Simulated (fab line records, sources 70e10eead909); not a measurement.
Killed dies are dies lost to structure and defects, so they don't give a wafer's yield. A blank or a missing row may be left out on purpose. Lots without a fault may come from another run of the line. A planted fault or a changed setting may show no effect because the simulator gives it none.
Chamber matching | flow nand_harc | NHARC_A_STAIRCASE_DESCUM_291 on rie_diel-03: 4 sister chambers
The step chemistry O2, time 3 s. 4 wafers are shown with their chamber, then 10 later ones without.

WAFERS WITH THEIR CHAMBER
wafer  | chamber | showerhead_plenum_p_Torr (Torr)
L081.3 | 2       | 1.87
L083.5 | 3       | 1.89
L088.4 | 1       | 2.05
L088.5 | 0       | 1.90

WAFERS WITHOUT THEIR CHAMBER
wafer  | showerhead_plenum_p_Torr (Torr)
L088.6 | 2.05
L091.2 | 1.89
L091.3 | 2.05
L091.5 | 2.05
L089.4 | 1.89
L089.5 | 2.05
L089.6 | 1.90
L092.3 | 1.90
L092.5 | 2.05
L092.6 | 1.86

WHICH CHAMBER EACH WENT THROUGH
wafer  | from the rows above | in truth
L088.6 | 1                   | 1
L091.2 | 3                   | 3
L091.3 | 1                   | 1
L091.5 | 1                   | 1
L089.4 | 3                   | 3
L089.5 | 1                   | 1
L089.6 | 0                   | 0
L092.3 | 0                   | 0
L092.5 | 1                   | 1
L092.6 | 2                   | 2
Placed correctly: 10 of 10. Can't be placed from these rows: 0. Placed wrongly: 0.
How it was worked out, from the rows above alone: a wafer's distance from a chamber is the root of the sum, over the readings, of the square of ((its reading less the chamber's mean) divided by the reading's scatter). The wafer belongs to the nearest chamber; if the next one is less than 2 further off, it can't be placed. A chamber's mean is the mean of its shown wafers. The scatter: with one shown wafer a chamber, the root of the mean of the squares of how far each hidden wafer lies from its nearest shown one.
